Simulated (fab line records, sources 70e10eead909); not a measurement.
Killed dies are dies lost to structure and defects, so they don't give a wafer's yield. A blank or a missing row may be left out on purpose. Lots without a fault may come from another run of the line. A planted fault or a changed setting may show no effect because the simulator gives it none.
Which tool did it? | flow nand_harc | 13 lots, 38 wafers sampled, at 5 steps of a route of 1302

WHAT THE GAUGES READ, wafer by wafer
NHARC_A_BONDPAD_THK_MEAS_20: measures by xrf. Usual: thk_nm 169.7 nm, standard deviation 1.5.
lot  | measured     | on            | thk_nm (nm)       | flag
L148 | day 23 17:21 | film_metro-01 | 171.2 172.9 170.0 |
L149 | day 23 21:53 | film_metro-01 | 170.5 170.9 170.4 |
L155 | day 26 22:25 | film_metro-01 | 170.4 170.1       |
L158 | day 27 11:08 | film_metro-01 | 173.5 171.8 171.4 |
L157 | day 27 13:10 | film_metro-02 | 170.9 169.0 170.4 |
L161 | day 28 10:10 | film_metro-01 | 170.8 170.7 171.3 |
L163 | day 29 17:05 | film_metro-02 | 167.7 170.1 170.1 |
L162 | day 30 10:08 | film_metro-02 | 168.7 169.5 170.1 |
L164 | day 31 06:49 | film_metro-02 | 168.0 170.6 168.0 |
L166 | day 31 05:07 | film_metro-01 | 168.0 167.2 168.1 |
L165 | day 31 07:54 | film_metro-01 | 168.2 172.5 170.0 |
L168 | day 31 15:53 | film_metro-01 | 167.8 168.1 170.0 |
L167 | day 31 21:13 | film_metro-01 | 169.8 170.5 167.8 |

NHARC_END_SORT_01. Usual: killed_at_array 60, standard deviation 21; killed_at_other 1.0, standard deviation 1.2; killed_at_periphery 4.2, standard deviation 2.8; killed_dies 65, standard deviation 20; killed_open 3.1, standard deviation 1.8; killed_short 2.6, standard deviation 1.6.
lot  | measured     | on        | killed_at_array | killed_at_other | killed_at_periphery | killed_dies | killed_open | killed_short | flag
L157 | day 28 14:43 | prober-02 | 293 35 41       | 1 4 1           | 7 9 11              | 301 48 53   | 3 5 3       | 5 0 5        | OFF

WHICH TOOL RAN EACH LOT (tool, then ch and the chambers of the sampled wafers, then the start)
lot  | NHARC_A_WL_FILL_CVD_03        | NHARC_A_BONDPAD_CMP_19        | NHARC_THIN_TSV_PRE_CLEAN_54
L148 | cvd_w-02 ch 0,1, day 20 20:26 | cmp-03 ch 0,2,3, day 23 17:05 | pvd_sputter-03, day 24 08:58
L149 | cvd_w-02 ch 0,1, day 21 03:29 | cmp-04 ch 0,2,3, day 23 21:34 | pvd_sputter-01, day 24 18:44
L155 | cvd_w-02 ch 0,1, day 24 03:44 | cmp-03 ch 0,2, day 26 22:07   | pvd_sputter-01, day 27 14:22
L158 | cvd_w-01 ch 0,1, day 24 17:27 | cmp-04 ch 1,2,3, day 27 10:52 | pvd_sputter-03, day 28 04:33
L157 | cvd_w-02 ch 0,1, day 24 17:34 | cmp-03 ch 0,3, day 27 12:52   | pvd_sputter-01, day 28 06:03
L161 | cvd_w-01 ch 0,1, day 25 17:22 | cmp-03 ch 0,1,2, day 28 09:52 | pvd_sputter-01, day 29 03:26
L163 | cvd_w-02 ch 0,1, day 26 22:47 | cmp-04 ch 0,1,2, day 29 16:49 | pvd_sputter-01, day 30 15:05
L162 | cvd_w-01 ch 0,1, day 27 10:56 | cmp-03 ch 1,2,3, day 30 09:52 | pvd_sputter-01, day 31 04:52
L164 | cvd_w-02 ch 0,1, day 28 05:20 | cmp-03 ch 0,1,2, day 31 06:34 | pvd_sputter-02, day 32 08:40
L166 | cvd_w-02 ch 0,1, day 28 07:01 | cmp-02 ch 0,2,3, day 31 04:50 | pvd_sputter-03, day 32 07:55
L165 | cvd_w-01 ch 0,1, day 28 10:32 | cmp-03 ch 1,2,3, day 31 07:40 | pvd_sputter-01, day 32 09:49
L168 | cvd_w-02 ch 0,1, day 28 22:28 | cmp-03 ch 1,2,3, day 31 15:37 | pvd_sputter-02, day 32 17:32
L167 | cvd_w-01 ch 0,1, day 28 22:35 | cmp-04 ch 0,1,3, day 31 20:57 | pvd_sputter-03, day 32 19:07
- NHARC_A_WL_FILL_CVD_03: deposits W, target thk 40 nm, time 279 s.
- NHARC_A_BONDPAD_CMP_19: polishes, t overpolish 30 s, cu recess touch 16 s, target thk 169.82 nm.
- NHARC_THIN_TSV_PRE_CLEAN_54: time 30 s.

WHAT THE TOOLS THEMSELVES READ (means of the sampled wafers that have a number; where no wafer has one, the mark that the record gives instead)
NHARC_A_WL_FILL_CVD_03. Usual: heater_power_w 471 W, standard deviation 41; throttle_valve_pct 7.84 %, standard deviation 0.18.
lot  | tool     | heater_power_w (W) | throttle_valve_pct (%) | flag
L148 | cvd_w-02 | 481                | 7.61                   |
L149 | cvd_w-02 | 449                | 7.83                   |
L155 | cvd_w-02 | 464                | 7.88                   |
L158 | cvd_w-01 | 475                | 7.92                   |
L157 | cvd_w-02 | 452                | 7.82                   |
L161 | cvd_w-01 | 492                | 7.79                   |
L163 | cvd_w-02 | 484                | 7.84                   |
L162 | cvd_w-01 | 470                | 7.91                   |
L164 | cvd_w-02 | 442                | 7.59                   |
L166 | cvd_w-02 | 476                | 7.67                   |
L165 | cvd_w-01 | 475                | 7.91                   |
L168 | cvd_w-02 | 437                | 7.67                   |
L167 | cvd_w-01 | 469                | 7.99                   |

NHARC_A_BONDPAD_CMP_19. Usual: motor_current_A 12.2 A, standard deviation 0.81; overpolish_run_s 30.001 s, standard deviation 0.009.
lot  | tool   | motor_current_A (A) | overpolish_run_s (s) | flag
L148 | cmp-03 | 12.2                | 30.012               |
L149 | cmp-04 | 12.3                | 30.009               |
L155 | cmp-03 | 12.7                | 29.999               |
L158 | cmp-04 | 12.1                | 29.998               |
L157 | cmp-03 | 11.9                | 30.003               |
L161 | cmp-03 | 12.5                | 30.001               |
L163 | cmp-04 | 11.5                | 30.005               |
L162 | cmp-03 | 12.4                | 30.001               |
L164 | cmp-03 | 13.1                | 29.995               |
L166 | cmp-02 | 12.1                | 29.993               |
L165 | cmp-03 | 12.3                | 30.001               |
L168 | cmp-03 | 12.7                | 29.997               |
L167 | cmp-04 | 12.1                | 30.007               |

NHARC_THIN_TSV_PRE_CLEAN_54. Usual: heater_power_w 419 W, standard deviation 52.
lot  | tool           | heater_power_w (W) | flag
L148 | pvd_sputter-03 | 408                |
L149 | pvd_sputter-01 | 430                |
L155 | pvd_sputter-01 | 431                |
L158 | pvd_sputter-03 | 447                |
L157 | pvd_sputter-01 | 434                |
L161 | pvd_sputter-01 | 436                |
L163 | pvd_sputter-01 | 472                |
L162 | pvd_sputter-01 | 458                |
L164 | pvd_sputter-02 | 376                |
L166 | pvd_sputter-03 | 425                |
L165 | pvd_sputter-01 | 436                |
L168 | pvd_sputter-02 | 355                |
L167 | pvd_sputter-03 | 420                |

THE ANSWER, worked out from the rows above alone
Rule: a lot is off if the mean of its wafers that have a number lies more than 3 standard deviations from the usual mean. A lot without any number at a reading at which 4 lots or more have one is off too. The other lots that the step has rows for count as sound. The gauges are gone through in route order, then the tools' own readings, and for those a lot's mean is taken as printed above. The first step at which some lot is off is used, and at that step the reading that is off furthest; a lot without a number counts as furthest.
Off: L157, at NHARC_END_SORT_01 (killed_dies). Neither off nor sound, because the step has no rows for them: L148, L149, L155, L158, L161, L163, L162, L164, L166, L165, L168, L167.
A tool fits if, at a process step before that reading, it ran every lot that is off, and no sound lot after the first of them. The gauges at NHARC_END_SORT_01 are tried like those tools. Can't be told from this: 4 tools fit, cvd_w-02 at NHARC_A_WL_FILL_CVD_03, cmp-03 at NHARC_A_BONDPAD_CMP_19, pvd_sputter-01 at NHARC_THIN_TSV_PRE_CLEAN_54, prober-02 at NHARC_END_SORT_01.

WHAT THE SIMULATOR HAD PUT IN
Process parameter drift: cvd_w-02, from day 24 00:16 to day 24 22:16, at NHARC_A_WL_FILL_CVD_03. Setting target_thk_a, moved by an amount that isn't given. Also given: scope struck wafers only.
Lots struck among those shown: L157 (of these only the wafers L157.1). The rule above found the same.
